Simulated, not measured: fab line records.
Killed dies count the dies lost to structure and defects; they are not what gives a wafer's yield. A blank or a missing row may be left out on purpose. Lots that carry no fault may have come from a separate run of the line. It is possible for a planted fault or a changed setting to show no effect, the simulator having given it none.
Struck lot and sound lot, side by side / flow n5 finfet / 37 out of 1938 route steps
Sound: wafers L652.2, L652.4, L652.5. Struck: wafers L666.1, L666.2, L666.3. The cause is given at the end.
At each step with rows: each side's tool, then ch and its chambers, then its first start. Under that, the readings that differ: sound wafers / struck wafers / difference of the means / sigmas: that difference in standard deviations of wafers without a fault.
alike: readings whose means differ by less than 2 such deviations, and words and numbers that are the same on both sides. not compared: withheld readings, readings that some wafer has no value for, bounds like >300 that may hide the same value, and numbers for which the record gives no deviation and whose values overlap.
A row with sigmas, a row that says differs or no value, or rows on one side alone: a step with any of these is where the two part. Numbers that have no deviation but don't overlap get no sigmas and don't part them. A reading that every wafer of one side lacks parts them only if that side has two wafers or more.

first, 1 step without rows for these wafers: N5_BEOL_M3_ANNEAL_51 (time 90 s).
N5_BEOL_M3_CMP_52: polishes, stops on SiOC, t overpolish 6.8 s, target thk 40 nm.
  sound on cmp-02 ch 1,2,3, day 11 07:03; struck on cmp-03 ch 0,1,3, day 14 08:58
  alike: barrier field endpoint s, motor current A, overpolish run s, retaining ring pressure frac, slurry filter dp kPa, time to endpoint s
N5_BEOL_M3_THK_MEAS_53: measures by xrf.
  sound on film metro-02, day 11 07:19; struck on film metro-02, day 14 09:15
  alike: M3_THK
then, 1 step without rows for these wafers: N5_BEOL_M3_PRE_CLEAN_60 (time 15 s).
N5_BEOL_M3_CO_CAP_55: material Co, precursor CCTBA/H2, target thk 2 nm, time 102.1 s.
  sound on cvd co-02 ch 0,2, day 11 07:26; struck on cvd co-02 ch 0,1,2, day 14 09:20
  alike: heater power w
then, 2 steps without rows for these wafers: N5_BEOL_M3_PRE_CLEAN_56 (time 15 s); N5_BEOL_M3_DEP_57 (deposits SiCN from 3MS/NH3, target thk 8 nm, time 14 s).
N5_BEOL_M3_RS_MEAS_58: measurement is done with a four-point probe.
  sound on film metro-02, day 11 07:38; struck on film metro-02, day 14 09:32
  alike: M3_RS
N5_BEOL_M3_INSPECT_59: inspects for defects (darkfield).
  sound on defect inspect-02, day 11 07:40; struck on defect inspect-01, day 14 09:34
  alike: raw defect count
N5_BEOL_M4_ILD_DEP_00: deposits SiOC from DEMS/O2, target thk 79 nm, time 15.3 s.
  sound on pecvd-04 ch 0,2, day 11 07:42; struck on pecvd-03 ch 1,2, day 14 09:36
reading=rf fwd power W (W); sound=493.8 494.0 499.0; struck=489.7 487.8 489.2; difference=-6.7; sigmas=-2
  alike: chamber pressure Torr, heater power outer w, heater power w, showerhead plenum p Torr, throttle valve pct
N5_BEOL_M4_THK_MEAS_01:
  sound on film metro-01, day 11 07:47; struck on film metro-02, day 14 09:41
  alike: M4_ILD_THK
N5_BEOL_M4_PECVD_72: deposits SiO2 from TEOS/O2, target thk 16 nm, time 18 s.
  sound on pecvd-03 ch 0,1, day 11 07:50; struck on pecvd-02 ch 0,2, day 14 09:43
  alike: heater power w, rf fwd power W, showerhead plenum p Torr, throttle valve pct
N5_BEOL_M4_HM_DEP_02: deposits TiN, target thk 20 nm.
  sound on pvd sputter-01, day 11 09:40; struck on pvd sputter-02, day 14 10:25
  no value came back on the struck wafers for chamber pressure pa (Pa), substrate temp c (C), throttle valve pct (%); on the sound wafers chamber pressure pa (Pa) reads 0.4986 0.4985 0.4978
then, 9 steps without rows for these wafers: N5_BEOL_M4_COAT_61 (time 60 s, resist thk 60 nm); N5_BEOL_M4_COAT_62 (time 60 s, resist thk 12 nm); N5_BEOL_M4_COAT_73 (time 60 s, resist thk 5 nm); N5_BEOL_M4_COAT_05 (resist thk 30 nm); N5_BEOL_M4_EBR_07; N5_BEOL_M4_SOFTBAKE_06 (time 60 s); N5_BEOL_M4_EXPOSE_08 (exposes mask M4); N5_BEOL_M4_PEB_09 (peb time 60 s); N5_BEOL_M4_DEVELOP_10 (develop time 30 s).
N5_BEOL_M4_CD_MEAS_11: target cd 16.79 nm.
  sound on cd sem-03 ch 0, day 11 10:04; struck on cd sem-03 ch 0, day 14 10:58
  alike: cd nm
N5_BEOL_M4_OVL_MEAS_12:
  sound on overlay-01 ch 0, day 11 10:06; struck on overlay-01 ch 0, day 14 10:59
  alike: M4_OVL
N5_BEOL_M4_INSPECT_13: inspects for defects (brightfield).
  sound on defect inspect-02, day 11 10:10; struck on defect inspect-02, day 14 11:02
  alike: raw defect count
then, 2 steps without rows for these wafers: N5_BEOL_M4_DESCUM_16 (chemistry O2, time 7 s); N5_BEOL_M4_ETCH_74 (etches underlayer in N2/H2, target depth 6.5 nm, time 5.2 s).
N5_BEOL_M4_ETCH_63: etches SiARC in CF4, target depth 15.6 nm, time 26 s.
  sound on rie diel-04 ch 0,3, day 11 10:14; struck on rie diel-05 ch 1,2,3, day 14 11:12
  alike: bias w, drypump motor current A, etch rf on time s, oes product au, rf fwd power W, rf vpp V, showerhead plenum p Torr, throttle valve pct
  not compared: rf hours counter h
then, 4 steps without rows for these wafers: N5_BEOL_M4_ETCH_64 (etches SOC in N2/H2, target depth 75 nm, overetch 22.5 nm, time 121.9 s); N5_BEOL_M4_STRIP_65 (strips in N2/H2); N5_BEOL_M4_STRIP_75 (strips in N2/H2); N5_BEOL_M4_STRIP_66 (strips in CF4).
N5_BEOL_M4_HM_OPEN_17: chemistry Cl2/BCl3, target TiN, target depth 20 nm, overetch 6 nm.
  sound on rie metal-03 ch 0,1, day 11 10:26; struck on rie metal-01 ch 0,1, day 14 11:25
reading=oes product au (a.u.); sound=0.53 0.53 0.77; struck=0.32 0.32 0.32; difference=-0.29; sigmas=-4
reading=throttle valve pct (%); sound=22.64 22.63 22.17; struck=23.16 22.95 22.92; difference=+0.53; sigmas=+2
reading=model.etch.depth nm (nm); sound=20.03 20.02 19.98; struck=0 0 0; difference=-20; sigmas=
  alike: bias w, drypump motor current A, rf fwd power W
  not compared: rf hours counter h
then, 1 step without rows for these wafers: N5_BEOL_M4_STRIP_19 (strips in O2).
N5_BEOL_M4_CD_MEAS_18: pitch 36 nm, target cd 18 nm.
  sound on cd sem-01, day 11 10:38; struck on cd sem-03, day 14 11:37
reading=cd nm (nm); sound=17.6 18.2 18.1; struck=- - -; difference=no value on the struck wafers; sigmas=
then, 1 step without rows for these wafers: N5_BEOL_M4_COAT_67 (time 60 s, resist thk 60 nm).
N5_BEOL_M4_RC_MEAS_101:
  the record has rows for the sound wafers here (prober-01 ch 0, day 11 21:47) and none for the struck ones

WHERE THEY PART
Last at N5_BEOL_M4_RC_MEAS_101 as far as this record goes, first at N5_BEOL_M4_ILD_DEP_00.

WHY: whatever the simulator had introduced
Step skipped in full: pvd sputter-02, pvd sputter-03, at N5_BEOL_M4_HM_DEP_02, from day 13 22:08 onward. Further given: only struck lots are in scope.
